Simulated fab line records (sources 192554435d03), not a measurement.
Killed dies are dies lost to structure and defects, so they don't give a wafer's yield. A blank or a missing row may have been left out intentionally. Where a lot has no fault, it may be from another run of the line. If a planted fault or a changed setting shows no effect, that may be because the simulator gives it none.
Split-lot experiment    flow n5Finfet    7 lots, 39 wafers read, on a route of 1938 steps

== ON THE SPLIT ==
At N5_MOL_CONTACT_COAG_ETCH_47 (etches SiNx in CH3F/O2, stops on W, target depth 27 nm), the setting overEtchFrac was moved away from the recipe's 0.2 on 18 of the 39 wafers read, by -7.4% to +4.6%. For the rest of the wafers, this setting stayed at what the recipe calls for.

The reading is taken at the split's own step.

== THE READING ==
etch.overEtchS (the simulator's own value, which no gauge read), in s, at N5_MOL_CONTACT_COAG_ETCH_47 (etches SiNx in CH3F/O2, stops on W, target depth 27 nm). The file gives no usual value for it. Average 5.210 s, standard deviation 0.092 s, over the 21 wafers here run with the recipe.

wafer   tool, chamber at the split  overEtchFrac as run  against the recipe  etch.overEtchS, s  against lot-mates on the recipe
L076.1  rieDiel-02, 1               0.2                  recipe              5.351              -
L076.2  rieDiel-02, 0               0.1853               -7.4%               4.88               -0.446
L076.3  rieDiel-02, 3               0.2                  recipe              5.389              -
L076.4  rieDiel-02, 1               0.1853               -7.4%               4.959              -0.367
L076.5  rieDiel-02, 3               0.1853               -7.4%               4.91               -0.416
L076.6  rieDiel-02, 0               0.2                  recipe              5.239              -
L078.1  rieDiel-02, 0               0.2                  recipe              5.237              -
L078.3  rieDiel-02, 1               0.2                  recipe              5.314              -
L078.6  rieDiel-02, 1               0.2                  recipe              5.283              -
L082.1  rieDiel-06, 1               0.2064               +3.2%               5.304              +0.135
L082.2  rieDiel-06, 3               0.2                  recipe              5.207              -
L082.3  rieDiel-06, 0               0.2064               +3.2%               5.271              +0.102
L082.4  rieDiel-06, 2               0.2                  recipe              5.144              -
L082.5  rieDiel-06, 1               0.2                  recipe              5.156              -
L082.6  rieDiel-06, 2               0.2064               +3.2%               5.383              +0.214
L090.1  rieDiel-06, 0               0.2                  recipe              5.059              -
L090.2  rieDiel-06, 1               0.2                  recipe              5.081              -
L090.3  rieDiel-06, 2               0.1861               -7.0%               4.879              -0.236
L090.4  rieDiel-06, 3               0.2                  recipe              5.205              -
L090.5  rieDiel-06, 0               0.1861               -7.0%               4.722              -0.393
L090.6  rieDiel-06, 1               0.1861               -7.0%               4.78               -0.335
L093.1  rieDiel-06, 2               0.1926               -3.7%               4.988              -0.243
L093.2  rieDiel-06, 0               0.1926               -3.7%               4.912              -0.319
L093.3  rieDiel-06, 1               0.1926               -3.7%               4.979              -0.252
L093.4  rieDiel-06, 3               0.2                  recipe              5.221              -
L093.5  rieDiel-06, 2               0.2                  recipe              5.238              -
L093.6  rieDiel-06, 3               0.2                  recipe              5.233              -
L095.1  rieDiel-02, 2               0.2092               +4.6%               5.389              +0.242
L095.2  rieDiel-02, 0               0.2                  recipe              5.231              -
L095.3  rieDiel-02, 1               0.2092               +4.6%               5.548              +0.401
L095.4  rieDiel-02, 3               0.2                  recipe              4.971              -
L095.5  rieDiel-02, 0               0.2092               +4.6%               5.524              +0.377
L095.6  rieDiel-02, 1               0.2                  recipe              5.238              -
L097.1  rieDiel-06, 2               0.1895               -5.2%               4.938              -0.270
L097.2  rieDiel-06, 3               0.2                  recipe              5.224              -
L097.3  rieDiel-06, 1               0.1895               -5.2%               4.879              -0.329
L097.4  rieDiel-06, 0               0.2                  recipe              5.176              -
L097.5  rieDiel-06, 1               0.1895               -5.2%               4.912              -0.296
L097.6  rieDiel-06, 2               0.2                  recipe              5.223              -

THE FIT
A straight line over all 39 wafers: etch.overEtchS changes by +0.052 s for each +1% of overEtchFrac; r = +0.91; the points scatter about the line by 0.087 s.
The same after taking each lot's own level away (the mean of its wafers on the recipe; 39 wafers): +0.0568 s for each +1%; r = +0.95; scatter 0.067 s.
That fit puts the effect of the largest move of overEtchFrac on the reading at 0.42 s.
From 5.1150 to 5.3263 s: that is the span of the lots' own levels, equal to 2.3 times the standard deviation above.
Hence the lot-to-lot level has little effect on the slope; both slopes agree.
Check: for one of the wafers moved furthest among these (-7.4%), held out of the fit, the line's prediction against its lot-mates is -0.408 s. It came out at -0.446 s against them.

== OTHER SPLITS APPLIED TO THESE WAFERS ==
Before the reading, these wafers also passed through other splits. Each is held against what the fit with the lots' levels taken away leaves over:
other split on the same wafers       wafers away from the commonest value  r with etch.overEtchS (lot level and that fit taken away)
N5_WELL_APT_EPI_41 timeS             9                                     +0.00
N5_FIN_SAQP_ETCH_52 sourceW          15                                    -0.21
N5_FIN_CUT_CUT_ETCH_26 targetDepthA  15                                    -0.03
N5_SD_EPI_N_ETCH_45 targetDepthA     15                                    +0.05

== THE FILE'S OWN FIT ==
etch.overEtchS changes by +0.0564 s for each +1% of overEtchFrac, r = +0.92.
